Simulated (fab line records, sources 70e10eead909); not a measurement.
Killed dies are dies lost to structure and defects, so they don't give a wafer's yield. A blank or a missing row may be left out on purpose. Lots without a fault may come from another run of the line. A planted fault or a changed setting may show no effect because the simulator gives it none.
fab line records | flow nand_harc
record lots=11 wafers=33 last_day=33
route steps=1302 shown A_CONTACT@1057 A_BLC@1115 END@1302
lots that met no fault: from a run of the same line without faults
start_h: hours from the record's first day to the start of the lot's first wafer shown | wait_h: hours since the lot's step before | " the same as in the row above | L1.1+2: a row that stands for several wafers | - no value, or no start given | * or withheld: withheld | < > ~ a bound
route shown NAME@n: a module of which the file shows steps, and the number in the route of the first | usual: mean/standard deviation of fault-free wafers | same: alike in all rows | chamber/n: place in a boat | sites: the reading at each site | _std_site: their standard deviation | _edge_site: outer sites' mean less inner sites' | radius_mm: how far each site lies from the wafer's centre | mask NAME#n: copy n | behind: the tool/chamber that last shaped the wafer | hold: why the lot was held/for how many hours/how that ended | device: the transistor (n, p or np) that didn't switch | end of line: the same wafers' tests at the end of the route | a step without rows: its recipe alone | killed: dies lost to structure and defects at the first sort, not the wafer's yield | map: a wafer's dies, x killed, . not, _ none there
set.NAME: the setting as run; set.NAME@STEP: as run at that earlier step | model.NAME: the simulator's own value behind a step, which no gauge read
steps of the route over a sample of lots; a table a step, a row a wafer
services: from which hour (start_h, from the record's first day; less than 0 if before it) a tool's chamber was out of use, for how many hours, and why
## steps
# step NHARC_A_CONTACT_ETCH_91
# recipe target_depth_a=400 over_etch_frac=0.5 time_s=85.7 ion_energy_ev=120 ch3f_flow_sccm=50 o2_flow_sccm=30 ar_flow_sccm=200 rf_w=500 bias_w=100 chemistry=CH3F/O2
# usual bias_w=100.0/0.31 drypump_motor_current_A=5.7/0.49 oes_product_au=0.95/0.034 rf_fwd_power_W=496.0/1.9 rf_vpp_V=243.9/1.6 showerhead_plenum_p_Torr=2.43/0.097 throttle_valve_pct=20.663/0.0084
# columns lot.wafer tool chamber start_h wait_h bias_w drypump_motor_current_A oes_product_au rf_fwd_power_W rf_hours_counter_h rf_vpp_V showerhead_plenum_p_Torr throttle_valve_pct
L284.4 rie_diel-11 0 527.32 0.6 99.5 6.0 0.94 497.5 27 246.7 2.60 20.657
L284.2 " 1 " " 99.8 6.3 0.92 497.6 26 243.4 2.42 20.677
L284.6 " 1 " " 99.5 6.3 0.90 495.8 - 244.5 2.42 20.654
L286.2 rie_diel-04 2 543.91 0.6 100.0 5.7 1.01 493.4 0 243.5 2.43 20.665
L286.1 " 3 " " 100.3 5.7 0.99 494.1 0 243.6 2.44 20.655
L286.5 " 2 " " 100.2 5.7 1.01 494.1 - 243.9 2.43 20.642
L285.2 rie_diel-13 1 544.36 0.8 100.4 4.8 0.92 498.6 5 244.2 2.37 20.660
L285.3 " 3 " " 100.3 5.2 0.93 495.2 5 246.9 2.63 20.663
L285.6 " 1 " " 100.4 4.8 0.92 497.3 - 243.0 2.37 20.665
L287.3 rie_diel-13 3 564.30 0.6 99.5 5.3 0.99 496.1 13 246.6 2.63 20.660
L287.5 " 0 " " 99.9 6.5 1.00 496.8 - 243.4 2.39 20.651
L287.6 " 1 " " 100.1 4.8 0.98 496.3 - 243.3 2.37 20.651
L291.3 rie_diel-11 1 602.22 0.6 99.8 6.3 0.99 497.6 54 241.5 2.41 20.663
L291.6 " 2 " " 99.8 5.3 1.02 496.5 - 242.2 2.35 20.659
L291.5 " 3 " " 100.2 6.2 0.98 497.4 - 247.7 2.61 20.661
L293.3 rie_diel-04 1 634.37 0.5 100.0 5.2 0.99 495.4 13 243.2 2.32 20.652
L293.2 " 2 " " 100.0 5.7 1.01 492.8 14 242.1 2.42 20.673
L293.6 " 1 " " 100.1 5.2 0.98 493.8 - 243.2 2.32 20.662
L300.2 rie_diel-13 1 686.55 0.7 100.1 4.8 0.92 493.7 51 244.2 2.36 20.669
L300.3 " 3 " " 100.0 5.3 0.92 498.1 60 248.2 2.61 20.653
L300.5 " 1 " " 100.1 4.8 0.91 494.1 - 242.6 2.36 20.673
L301.3 rie_diel-11 0 699.97 0.5 100.0 5.9 0.93 495.9 28 247.0 2.58 20.665
L301.1 " 1 " " 100.2 6.3 0.92 497.9 28 244.2 2.40 20.666
L301.6 " 2 " " 99.9 5.3 0.94 493.9 - 242.3 2.34 20.671
L302.4 rie_diel-11 3 720.35 0.6 100.2 6.2 0.92 502.2 34 245.9 2.60 20.668
L302.1 " 0 " " 99.9 6.0 0.92 498.1 35 246.3 2.58 20.661
L302.5 " 3 " " 99.9 6.2 0.93 500.5 - 246.3 2.60 20.655
L303.1 rie_diel-13 1 730.91 0.7 99.9 4.8 0.93 496.5 7 242.3 2.35 20.666
L303.4 " 2 " " 100.1 5.6 0.92 496.0 7 242.4 2.33 20.656
L303.3 " 3 " " 100.1 5.2 0.91 495.7 7 246.8 2.60 20.651
L304.4 rie_diel-04 0 738.09 0.5 100.1 5.5 1.00 496.1 2 243.5 2.38 20.650
L304.2 " 1 " " 99.5 5.2 0.99 496.0 2 242.7 2.31 20.662
L304.5 " 2 " " 99.9 5.7 1.00 490.9 - 243.8 2.42 20.660
# step NHARC_A_CONTACT_ETCH_138
# recipe source_w=withheld pressure_mtorr=20 bias_v=1200 time_s=311 target_depth_a=19140 ar_flow_sccm=withheld c4f8_flow_sccm=withheld o2_flow_sccm=withheld chemistry=C4F8/O2/Ar
# columns lot.wafer tool chamber start_h wait_h rf_hours_counter_h
L284.2 har_cap_etch-03 0 534.33 0.2 52
L284.4 " 0 " " -
L284.6 " 0 " " -
L286.2 har_cap_etch-02 1 554.72 0.2 96
L286.1 " 0 " " 96
L286.5 " 0 " " -
L285.2 har_cap_etch-03 0 556.34 0.2 56
L285.3 " 1 " " -
L285.6 " 0 " " -
L287.3 har_cap_etch-01 0 570.39 0.2 -
L287.5 " 1 " " -
L287.6 " 0 " " -
L291.3 har_cap_etch-02 0 608.11 0.2 -
L291.6 " 0 " " -
L291.5 " 1 " " -
L293.2 har_cap_etch-02 1 642.18 0.2 109
L293.3 " 1 " " -
L293.6 " 0 " " -
L300.2 har_cap_etch-01 1 696.63 0.2 33
L300.3 " 0 " " -
L300.5 " 0 " " -
L301.1 har_cap_etch-02 0 708.38 0.3 122
L301.3 " 1 " " -
L301.6 " 1 " " -
L302.1 har_cap_etch-02 1 730.73 0.2 125
L302.4 " 0 " " -
L302.5 " 0 " " -
L303.1 har_cap_etch-01 1 737.34 0.3 41
L303.4 " 1 " " -
L303.3 " 0 " " -
L304.2 har_cap_etch-01 1 747.65 0.2 42
L304.4 " 1 " " -
L304.5 " 0 " " -
# step NHARC_A_BLC_PEB_08
# recipe peb_temp_c=100 peb_time_s=65
# usual resist_line_temp_C=23.04/0.11
# columns lot.wafer tool chamber start_h wait_h resist_line_temp_C
L284.2 litho_track-06 0 538.20 0.1 23.02
L284.4 " 0 " " 22.91
L284.6 " 0 " " 23.03
L286.1 litho_track-06 0 558.63 0.1 22.99
L286.2 " 0 " " 23.06
L286.5 " 0 " " 23.17
L285.2 litho_track-06 0 560.58 0.1 23.02
L285.3 " 0 " " 22.99
L285.6 " 0 " " 23.06
L287.3 litho_track-01 0 574.41 0.0 23.26
L287.5 " 0 " " 23.19
L287.6 " 0 " " 23.17
L291.3 litho_track-01 0 611.95 0.0 23.17
L291.5 " 0 " " 22.96
L291.6 " 0 " " 23.24
L293.2 litho_track-06 0 646.04 0.1 23.24
L293.3 " 0 " " 23.11
L293.6 " 0 " " 23.08
L300.2 litho_track-06 0 701.30 0.1 23.17
L300.3 " 0 " " 23.17
L300.5 " 0 " " 23.21
L301.1 litho_track-06 0 712.45 0.1 22.91
L301.3 " 0 " " 23.09
L301.6 " 0 " " 23.00
L302.1 litho_track-01 0 734.68 0.1 23.20
L302.4 " 0 " " 23.22
L302.5 " 0 " " 23.13
L303.1 litho_track-06 0 741.58 0.1 23.09
L303.3 " 0 " " 23.01
L303.4 " 0 " " 22.97
L304.2 litho_track-06 0 751.56 0.1 23.14
L304.4 " 0 " " 23.19
L304.5 " 0 " " 23.24
# step NHARC_A_BLC_CD_MEAS_10
# recipe target_cd_nm=100 landing_energy_ev=500
# usual cd_nm=100.2/0.56
# columns lot.wafer tool chamber start_h wait_h cd_nm
L284.2 cd_sem-01 0 538.29 - 100.6
L284.4 " 0 " " 99.5
L284.6 " 0 " " 100.7
L286.1 cd_sem-01 0 558.70 - 100.7
L286.2 " 0 " " 100.6
L286.5 " 0 " " 99.9
L285.2 cd_sem-01 0 560.66 - 99.9
L285.3 " 0 " " 100.1
L285.6 " 0 " " 100.5
L287.3 cd_sem-03 0 574.49 - 100.5
L287.5 " 0 " " 100.4
L287.6 " 0 " " 100.0
L291.3 cd_sem-02 0 612.03 - 99.4
L291.5 " 0 " " 99.9
L291.6 " 0 " " 100.3
L293.2 cd_sem-02 0 646.12 - 100.2
L293.3 " 0 " " 99.8
L293.6 " 0 " " 100.5
L300.2 cd_sem-03 0 701.38 - 99.7
L300.3 " 0 " " 101.0
L300.5 " 0 " " 100.3
L301.1 cd_sem-02 0 712.52 - 101.4
L301.3 " 0 " " 113.3
L301.6 " 0 " " 100.3
L302.1 cd_sem-03 0 734.76 - 99.7
L302.4 " 0 " " 100.7
L302.5 " 0 " " 100.0
L303.1 cd_sem-02 0 741.66 - 100.3
L303.3 " 0 " " 114.3
L303.4 " 0 " " 100.0
L304.2 cd_sem-01 0 751.64 - 113.3
L304.4 " 0 " " 99.9
L304.5 " 0 " " 102.0
# step NHARC_A_BLC_STRIP_21
# recipe o2_flow_sccm=500 ar_flow_sccm=0 bias_w=0 chemistry=O2
# usual drypump_motor_current_A=5.7/0.46 oes_product_au=0.994/0.011 rf_vpp_V=57.8/0.82 showerhead_plenum_p_Torr=3.54/0.16 throttle_valve_pct=17.036/0.0095
# same bias_w=0
# columns lot.wafer tool chamber start_h wait_h drypump_motor_current_A oes_product_au rf_hours_counter_h rf_vpp_V showerhead_plenum_p_Torr throttle_valve_pct
L284.4 rie_diel-06 2 539.63 0.1 5.8 0.983 3 58.8 3.57 17.019
L284.2 " 1 " " 4.9 1.006 3 58.1 3.37 17.029
L284.6 " 2 " " 5.7 0.985 - 56.1 3.57 17.053
L286.2 rie_diel-07 0 560.04 0.1 5.5 1.000 6 57.6 3.34 17.043
L286.1 " 3 " " 5.2 1.021 5 58.0 3.44 17.031
L286.5 " 1 " " 6.4 1.001 - 56.5 3.57 17.020
L285.3 rie_diel-07 1 562.00 0.1 6.4 0.993 6 59.4 3.57 17.022
L285.2 " 3 " " 5.2 1.007 5 58.0 3.44 17.024
L285.6 " 1 " " 6.4 1.007 - 59.3 3.57 17.040
L287.3 rie_diel-07 2 575.84 0.1 6.4 0.983 7 57.8 3.44 17.028
L287.5 " 3 " " 5.2 0.993 - 58.0 3.44 17.035
L287.6 " 0 " " 5.5 1.009 - 57.8 3.34 17.057
L291.3 rie_diel-07 3 613.40 0.1 5.2 1.005 10 56.9 3.43 17.047
L291.5 " 0 " " 5.4 0.999 - 56.8 3.33 17.027
L291.6 " 1 " " 6.4 1.005 - 57.8 3.57 17.037
L293.3 rie_diel-06 3 647.45 0.1 5.9 0.979 10 59.0 3.77 17.032
L293.2 " 0 " " 5.9 0.998 10 58.9 3.76 17.033
L293.6 " 2 " " 5.7 0.983 - 57.7 3.56 17.031
L300.2 rie_diel-07 3 702.73 0.1 5.2 1.016 4 56.5 3.43 17.050
L300.3 " 1 " " 6.4 1.009 5 56.5 3.57 17.036
L300.5 " 3 " " 5.2 0.994 - 56.8 3.43 17.042
L301.1 rie_diel-06 3 713.94 0.1 5.8 0.980 2 58.5 3.77 17.052
L301.3 " 0 " " 6.0 0.986 3 58.9 3.75 17.028
L301.6 " 2 " " 5.7 0.989 - 57.4 3.56 17.033
L302.1 rie_diel-07 1 736.10 0.1 6.4 1.011 8 58.7 3.56 17.045
L302.4 " 2 " " 6.4 1.005 7 58.2 3.43 17.050
L302.5 " 0 " " 5.5 1.009 - 55.5 3.33 17.042
L303.4 rie_diel-06 2 743.00 0.1 5.7 0.985 3 58.4 3.56 17.028
L303.1 " 3 " " 5.9 0.973 3 57.7 3.77 17.026
L303.3 " 1 " " 5.0 0.988 3 56.7 3.36 17.037
L304.2 rie_diel-07 1 752.99 0.1 6.4 1.008 10 57.1 3.56 17.048
L304.4 " 2 " " 6.4 0.993 9 57.3 3.43 17.043
L304.5 " 0 " " 5.5 1.000 - 57.4 3.33 17.031
# step NHARC_END_SORT_01
# recipe temp_c=25
# usual killed_at_array=55/20 killed_at_other=0.7/0.96 killed_at_periphery=4.1/2.4 killed_dies=60/20 killed_open=3.3/1.9 killed_short=2.8/1.6
# same gross_dies=677
# columns lot.wafer tool chamber start_h wait_h killed_at_array killed_at_other killed_at_periphery killed_dies killed_open killed_short
L301.3 prober-01 0 763.37 3.1 52 2 3 57 1 2
L303.3 prober-01 0 784.32 3.1 108 0 3 111 3 2
L304.2 prober-01 0 799.02 2.8 98 1 2 101 2 9
# killed by level:class
L301.3 A_BLC:area_peb=29 A_CHANNEL_HOLE_D1:chamber_film_flake=14 A_CONTACT:chamber_film_flake=4 P_STI:chamber_film_flake=2 THIN_TSV:chamber_film_flake=2 P_M0:geometric_particle:short=1 A_CHANNEL_FILL_D2:geometric_particle:open=1 A_M1:geometric_particle:short=1
L303.3 A_CHANNEL_HOLE_D2:chamber_film_flake=32 A_BLC:area_peb=28 A_SLIT:chamber_film_flake=26 A_CONTACT:chamber_film_flake=9 A_CHANNEL_HOLE_D1:chamber_film_flake=3 P_ZERO_WELL:chamber_film_flake=2 A_CHANNEL_FILL_D1:chamber_film_flake=2 A_STAIRCASE:chamber_film_flake=2
L304.2 A_CHANNEL_HOLE_D2:chamber_film_flake=29 A_CHANNEL_HOLE_D1:chamber_film_flake=23 A_BLC:area_peb=20 A_SLIT:chamber_film_flake=7 A_CONTACT:chamber_film_flake=4 A_CHANNEL_FILL_D2:geometric_particle:short=2 A_WL_FILL:geometric_particle:short=2 A_STAIRCASE:chamber_film_flake=2
## services
# columns tool chamber start_h hours kind
litho_track-01 - 505.00 7.0 pm
rie_diel-04 - 516.83 0.2 repair
rie_diel-13 - 520.02 9.0 pm
rie_diel-07 3 524.02 6.2 repair
litho_track-06 - 529.00 7.0 pm
har_cap_etch-02 - 544.62 0.4 repair
rie_diel-11 0 544.89 2.9 repair
rie_diel-06 1 609.44 2.8 repair
rie_diel-11 - 609.72 9.0 pm
rie_diel-06 3 634.62 7.7 repair
rie_diel-06 2 636.69 6.9 repair
rie_diel-13 2 637.12 12.7 repair
rie_diel-07 - 649.24 9.0 pm
rie_diel-11 1 656.74 4.0 repair
rie_diel-06 3 658.72 21.6 repair
rie_diel-06 - 661.23 9.0 pm
rie_diel-13 - 697.13 9.0 pm
litho_track-06 - 704.01 7.0 pm
rie_diel-07 2 707.56 5.1 repair
rie_diel-07 0 723.26 7.1 repair
rie_diel-11 3 724.71 9.8 repair
rie_diel-07 3 727.41 4.6 repair
rie_diel-11 2 735.21 6.5 repair
rie_diel-13 0 744.17 6.3 repair
## key
first_sign step=NHARC_A_BLC_CD_MEAS_10 reading=cd_nm direction=up sigmas=24 usual=100.2 struck=113.6
effect none on later readings
met_at NHARC_A_BLC_PEB_08
struck_lots L301,L303,L304
struck_wafers L301.3,L303.3,L304.2
tester_left_out L301,L303,L304
not_acting_at NHARC_A_CONTACT_ETCH_91,NHARC_A_CONTACT_ETCH_138,NHARC_A_BLC_STRIP_21
onset_between 701.30 712.45
fault kind=process_parameter_drift tool=litho_track-06 chamber=- onset_h=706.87 steps=NHARC_A_BLC_PEB_08 channel=peb_time_s offset=* shape=step end_h=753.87 scope=struck_wafers_only acts_in=* stated=*
# tester_left_out: of these lots the tester's yield and bins aren't shown, on N5 and GAA mostly nor the transistor test; their killed dies are dies lost to structure and defects alone, not to doping, threshold or leakage, so they don't give the yield
